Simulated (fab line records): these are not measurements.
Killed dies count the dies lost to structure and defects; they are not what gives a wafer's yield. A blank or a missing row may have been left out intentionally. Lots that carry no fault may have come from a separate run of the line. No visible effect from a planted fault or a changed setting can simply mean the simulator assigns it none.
Chamber matching -- flow nand-harc -- NHARC_A_BONDPAD_STRIP_15 on rie-diel-09 has 4 sister chambers
The step strips in O2. 21 wafers are shown with their chamber, then 10 later ones without.

== WAFERS PAIRED WITH THEIR CHAMBERS ==
wafer,chamber,showerhead-plenum-p-Torr (Torr),drypump-motor-current-A (A),oes-product-au (a.u.)
L818.4,3,3.44,5.8,1.013
L818.5,3,3.44,5.8,1.008
L818.6,2,3.33,5.5,1.020
L817.1,3,3.44,5.8,1.008
L817.3,1,3.30,6.4,1.030
L817.6,0,3.40,5.3,0.963
L819.1,0,3.40,5.3,0.977
L819.4,2,3.33,5.5,1.024
L819.6,3,3.44,5.8,1.001
L820.1,3,3.44,5.8,1.020
L820.5,1,3.30,6.4,1.034
L820.6,2,3.33,5.4,1.037
L824.1,0,3.40,5.3,0.995
L824.4,3,3.44,5.8,1.010
L824.6,2,3.33,5.5,1.024
L826.2,1,3.30,6.4,1.016
L826.4,3,3.43,5.8,1.034
L826.6,0,3.40,5.3,1.000
L825.1,2,3.33,5.4,1.010
L825.2,3,3.44,5.8,1.024
L825.6,3,3.44,5.8,1.023

SIGNATURES (means of the wafers above)
reading,chamber 0,chamber 1,chamber 2,chamber 3,scatter within a chamber
showerhead-plenum-p-Torr,3.4000,3.3000,3.3300,3.4389,0.00229
drypump-motor-current-A,5.300,6.400,5.460,5.800,0.0266
oes-product-au,0.98375,1.02667,1.02300,1.01567,0.0116
Rule: distance of a wafer from a chamber = root of the sum over the readings of ((wafer's reading minus chamber's mean) / reading's scatter) squared. If the next closest chamber is less than 2 further off than the closest, the wafer can't be placed; otherwise it belongs to the closest. The scatter is the square root of a quotient: the sum, over the shown wafers, of each reading's squared deviation from its chamber's mean, divided by wafers minus chambers.

== WAFERS WHOSE CHAMBER IS MISSING ==
wafer,showerhead-plenum-p-Torr (Torr),drypump-motor-current-A (A),oes-product-au (a.u.)
L822.1,3.33,5.5,1.011
L822.3,3.44,5.8,1.020
L822.5,3.33,5.5,1.013
L828.1,3.33,5.5,1.012
L828.2,3.40,5.3,0.984
L828.5,3.33,5.5,1.018
L830.2,3.30,6.4,1.007
L830.3,3.33,5.5,1.005
L830.6,3.43,5.8,1.009
L834.4,3.30,6.4,1.029

== EACH ONE'S CHAMBER ==
wafer,from the rows above,in truth
L822.1,2,2
L822.3,3,3
L822.5,2,2
L828.1,2,2
L828.2,0,0
L828.5,2,2
L830.2,1,1
L830.3,2,2
L830.6,3,3
L834.4,1,1
10 of 10 placed correctly. Number that these rows cannot place: 0. 0 placed wrongly.
